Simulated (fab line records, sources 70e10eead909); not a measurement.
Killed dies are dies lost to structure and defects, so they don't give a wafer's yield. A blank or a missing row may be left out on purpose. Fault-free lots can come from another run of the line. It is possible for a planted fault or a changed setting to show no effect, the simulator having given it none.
Matching of chambers + flow nand-harc + NHARC_A_M0_DESCUM_14 on rie-diel-07: 4 sister chambers
The step chemistry O2, time 3 s. 8 wafers are shown with their chamber, then 7 later ones without.

EACH WAFER AND ITS CHAMBER
| wafer  | chamber | showerhead-plenum-p-Torr (Torr) | drypump-motor-current-A (A) |
|--------|---------|---------------------------------|-----------------------------|
| L077.4 | 1       | 1.82                            | 6.3                         |
| L083.2 | 2       | 2.02                            | 5.1                         |
| L084.6 | 0       | 1.80                            | 5.2                         |
| L086.1 | 2       | 2.02                            | 5.1                         |
| L086.3 | 1       | 1.82                            | 6.3                         |
| L086.4 | 3       | 1.83                            | 6.5                         |
| L090.1 | 3       | 1.83                            | 6.5                         |
| L090.4 | 0       | 1.79                            | 5.3                         |

WAFERS WITH NO CHAMBER GIVEN
| wafer  | showerhead-plenum-p-Torr (Torr) | drypump-motor-current-A (A) |
|--------|---------------------------------|-----------------------------|
| L090.5 | 1.79                            | 5.3                         |
| L090.2 | 1.79                            | 5.2                         |
| L090.3 | 1.83                            | 6.5                         |
| L090.6 | 1.83                            | 6.5                         |
| L095.3 | 1.82                            | 6.3                         |
| L095.5 | 2.02                            | 5.1                         |
| L095.6 | 1.83                            | 6.5                         |

WHICH CHAMBER EACH ONE RAN IN
| wafer  | from the rows above | in truth |
|--------|---------------------|----------|
| L090.5 | 0                   | 0        |
| L090.2 | 0                   | 0        |
| L090.3 | 3                   | 3        |
| L090.6 | 3                   | 3        |
| L095.3 | 1                   | 1        |
| L095.5 | 2                   | 2        |
| L095.6 | 3                   | 3        |
7 of 7 placed correctly. From these rows, 0 cannot be placed. 0 placed wrongly.
How it was worked out, from the rows above alone: a wafer's distance from a chamber is the root of the sum, over the readings, of the square of ((its reading less the chamber's mean) divided by the reading's scatter). If the next closest chamber is less than 2 further off than the closest, the wafer can't be placed; otherwise it belongs to the closest. A chamber's mean is the mean of its shown wafers. The scatter: take each reading less its chamber's mean, square it, sum over the shown wafers, divide by the number of wafers less the number of chambers, and take the root.
